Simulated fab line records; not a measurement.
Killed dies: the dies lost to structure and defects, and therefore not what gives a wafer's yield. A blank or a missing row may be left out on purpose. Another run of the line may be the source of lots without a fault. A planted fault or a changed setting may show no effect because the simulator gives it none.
What tool caused it? -- flow n5Finfet -- 14 lots with 39 wafers sampled at 4 steps, on a route of 1938 steps

WHAT THE GAUGES READ, wafer by wafer
Not one reading of a measure or inspect step in the record can be checked against a usual standard deviation.

TOOL THAT RAN EACH LOT (tool first, then ch and the chambers of the sampled wafers, then the start)
lot,N5_GATE_CUT_VAPOR_ETCH_60,N5_GATE_CUT_STRIP_59,N5_GATE_CUT_DEVELOP_12,N5_GATE_CUT_ETCH_37
L196,"rieMetal-03 ch 0,1, day 4 08:35","rieDiel-05 ch 0,2,3, day 4 08:44","lithoTrack-01 ch 0, day 4 12:58","rieDiel-05 ch 0,2,3, day 4 13:13"
L198,"rieMetal-01 ch 0,1, day 4 21:35","rieDiel-06 ch 0,1,2, day 4 21:45","lithoTrack-03 ch 0, day 5 01:19","rieDiel-03 ch 1,2,3, day 5 01:35"
L200,"rieMetal-02 ch 0, day 5 05:23","rieDiel-05 ch 0,2, day 5 05:34","lithoTrack-04 ch 0, day 5 08:42","rieDiel-06 ch 2,3, day 5 08:58"
L208,"rieMetal-02 ch 0,1, day 7 07:31","rieDiel-03 ch 0,1,3, day 7 07:40","lithoTrack-04, day 7 10:53","rieDiel-03 ch 0,3, day 7 11:09"
L207,"rieMetal-01 ch 0,1, day 7 10:42","rieDiel-03 ch 0,1, day 7 10:52","lithoTrack-03, day 7 13:57","rieDiel-03 ch 0,1,3, day 7 14:13"
L210,"rieMetal-03 ch 0,1, day 7 18:29","rieDiel-06 ch 0,2,3, day 7 18:38","lithoTrack-04 ch 0, day 7 21:44","rieDiel-06 ch 1,2, day 7 22:13"
L211,"rieMetal-03 ch 0,1, day 8 01:43","rieDiel-03 ch 0,2,3, day 8 01:53","lithoTrack-04 ch 0, day 8 05:05","rieDiel-06 ch 0,3, day 8 05:21"
L212,"rieMetal-03 ch 0, day 8 09:28","rieDiel-06 ch 2, day 8 09:36","lithoTrack-03 ch 0, day 8 14:10","rieDiel-05 ch 0,2, day 8 14:25"
L213,"rieMetal-02 ch 0,1, day 8 14:32","rieDiel-06 ch 0,1, day 8 14:41","lithoTrack-04 ch 0, day 8 18:38","rieDiel-05 ch 0,2, day 8 18:55"
L214,"rieMetal-01 ch 0,1, day 8 21:18","rieDiel-05 ch 0,1, day 8 21:28","lithoTrack-04 ch 0, day 9 01:04","rieDiel-03 ch 0,3, day 9 01:20"
L215,"rieMetal-02 ch 0,1, day 9 04:28","rieDiel-06 ch 0,1,2, day 9 04:37","lithoTrack-04 ch 0, day 9 07:49","rieDiel-06 ch 1,2,3, day 9 08:06"
L216,"rieMetal-02 ch 0,1, day 9 09:04","rieDiel-06 ch 0,2,3, day 9 09:12","lithoTrack-04 ch 0, day 9 12:18","rieDiel-05 ch 0,1,2, day 9 12:34"
L217,"rieMetal-01 ch 0, day 9 15:42","rieDiel-05 ch 0,1, day 9 15:51","lithoTrack-01 ch 0, day 9 18:57","rieDiel-03 ch 0,1,2, day 9 19:19"
L219,"rieMetal-02 ch 0,1, day 10 03:07","rieDiel-03 ch 0,1, day 10 03:17","lithoTrack-03 ch 0, day 10 06:23","rieDiel-06 ch 0,2,3, day 10 07:40"
- N5_GATE_CUT_VAPOR_ETCH_60: etches HfO2 in BCl3/Cl2.
- N5_GATE_CUT_STRIP_59: strips in N2/H2, time 20 s.
- N5_GATE_CUT_DEVELOP_12: develop time 30 s.
- N5_GATE_CUT_ETCH_37: etches SOC in N2/H2, target depth 60 nm, overetch 12 nm, time 90 s.

WHAT THE TOOLS THEMSELVES READ (means of the sampled wafers that have a number; where no wafer has one, the mark that the record gives instead)
N5_GATE_CUT_VAPOR_ETCH_60. Usual: drypumpMotorCurrentA 5.45 A, standard deviation 0.24; oesProductAu 0.81 a.u., standard deviation 0.1.
lot,tool,drypumpMotorCurrentA (A),oesProductAu (a.u.),flag
L196,rieMetal-03,5.58,0.75,
L198,rieMetal-01,5.39,0.81,
L200,rieMetal-02,5.63,0.80,
L208,rieMetal-02,5.23,0.91,
L207,rieMetal-01,5.44,0.75,
L210,rieMetal-03,5.71,0.91,
L211,rieMetal-03,5.58,0.85,
L212,rieMetal-03,5.45,0.81,
L213,rieMetal-02,5.35,0.86,
L214,rieMetal-01,5.38,0.76,
L215,rieMetal-02,5.44,0.82,
L216,rieMetal-02,5.41,0.82,
L217,rieMetal-01,5.46,0.68,
L219,rieMetal-02,5.46,0.81,

N5_GATE_CUT_STRIP_59. Usual: drypumpMotorCurrentA 5.74 A, standard deviation 0.29; oesProductAu 0.77 a.u., standard deviation 0.079; rfVppV 45.3 V, standard deviation 0.77; showerheadPlenumPTorr 3.37 Torr, standard deviation 0.097; tempC 40.00 C, standard deviation 0.12; throttleValvePct 12.30 %, standard deviation 0.18.
lot,tool,drypumpMotorCurrentA (A),oesProductAu (a.u.),rfVppV (V),showerheadPlenumPTorr (Torr),tempC (C),throttleValvePct (%),flag
L196,rieDiel-05,5.86,0.80,45.4,3.30,40.01,12.30,
L198,rieDiel-06,5.76,0.74,45.1,3.42,40.04,12.28,
L200,rieDiel-05,5.77,0.82,44.2,3.31,40.01,12.15,
L208,rieDiel-03,5.63,0.72,45.4,3.32,40.01,12.42,
L207,rieDiel-03,5.68,0.71,45.3,3.32,40.06,12.45,
L210,rieDiel-06,5.73,0.78,45.0,3.38,39.94,12.28,
L211,rieDiel-03,5.42,0.80,46.1,3.44,40.06,12.25,
L212,rieDiel-06,5.54,0.70,45.2,3.36,39.87,12.29,
L213,rieDiel-06,5.87,0.72,44.9,3.43,39.88,12.39,
L214,rieDiel-05,5.81,0.76,44.9,3.29,40.11,12.19,
L215,rieDiel-06,5.76,0.71,45.0,3.41,40.01,12.36,
L216,rieDiel-06,5.72,0.77,45.7,3.38,40.04,12.30,
L217,rieDiel-05,5.79,0.74,44.9,3.31,39.91,12.15,
L219,rieDiel-03,5.96,0.70,45.5,3.26,39.96,12.51,

N5_GATE_CUT_DEVELOP_12. Usual: 22.99 C for chillPlateTempC, sd 0.11.
lot,tool,chillPlateTempC (C),flag
L196,lithoTrack-01,22.87,
L198,lithoTrack-03,22.97,
L200,lithoTrack-04,22.95,
L208,lithoTrack-04,-,OFF
L207,lithoTrack-03,-,OFF
L210,lithoTrack-04,23.02,
L211,lithoTrack-04,22.90,
L212,lithoTrack-03,23.02,
L213,lithoTrack-04,23.01,
L214,lithoTrack-04,23.07,
L215,lithoTrack-04,22.94,
L216,lithoTrack-04,22.96,
L217,lithoTrack-01,23.09,
L219,lithoTrack-03,22.85,

N5_GATE_CUT_ETCH_37. Usual: drypumpMotorCurrentA 5.7 A, standard deviation 0.31; oesProductAu 0.68 a.u., standard deviation 0.056; rfVppV 523.6 V, standard deviation 2.2; showerheadPlenumPTorr 2.54 Torr, standard deviation 0.077; tempC 39.98 C, standard deviation 0.13; throttleValvePct 17.94 %, standard deviation 0.17.
lot,tool,drypumpMotorCurrentA (A),oesProductAu (a.u.),rfVppV (V),showerheadPlenumPTorr (Torr),tempC (C),throttleValvePct (%),flag
L196,rieDiel-05,5.9,0.70,522.3,2.48,39.96,17.94,
L198,rieDiel-03,5.6,0.65,522.1,2.46,40.04,18.01,
L200,rieDiel-06,5.7,0.77,525.0,2.58,39.91,17.92,
L208,rieDiel-03,5.3,0.66,523.7,2.53,39.93,18.08,
L207,rieDiel-03,5.6,0.65,522.2,2.50,39.90,18.06,
L210,rieDiel-06,5.8,0.65,525.3,2.61,40.00,17.93,
L211,rieDiel-06,5.8,0.71,524.0,2.54,39.90,18.00,
L212,rieDiel-05,5.7,0.72,523.2,2.50,39.92,17.80,
L213,rieDiel-05,5.8,0.71,522.4,2.50,39.89,17.80,
L214,rieDiel-03,5.3,0.66,523.8,2.53,40.05,18.08,
L215,rieDiel-06,5.7,0.69,523.9,2.59,40.05,17.95,
L216,rieDiel-05,5.7,0.69,523.0,2.51,40.02,17.70,
L217,rieDiel-03,5.7,0.69,523.4,2.55,39.98,17.95,
L219,rieDiel-06,5.7,0.68,523.1,2.55,40.07,17.99,

THE ANSWER, worked out from the rows above alone
Rule: take the mean of a lot's wafers that have a number; if it is more than 3 standard deviations from the usual mean, the lot is off. A lot without any number at a reading at which 4 lots or more have one is off too. The other lots that the step has rows for count as sound. After the gauges, taken in route order, come the tools' own readings; for these a lot's mean is taken, as printed above. At the first step where some lot is off, the reading lying furthest off is the one used; lots without a number count as furthest.
Off: L208, L207, at N5_GATE_CUT_DEVELOP_12 (chillPlateTempC). Without a number there: L208, L207.
If a tool, at that step or one of the process steps before it, ran each lot that is off and ran no sound lot following the first of them, it fits. No candidate that was tried fits.

WHAT WAS PUT IN BY THE SIMULATOR
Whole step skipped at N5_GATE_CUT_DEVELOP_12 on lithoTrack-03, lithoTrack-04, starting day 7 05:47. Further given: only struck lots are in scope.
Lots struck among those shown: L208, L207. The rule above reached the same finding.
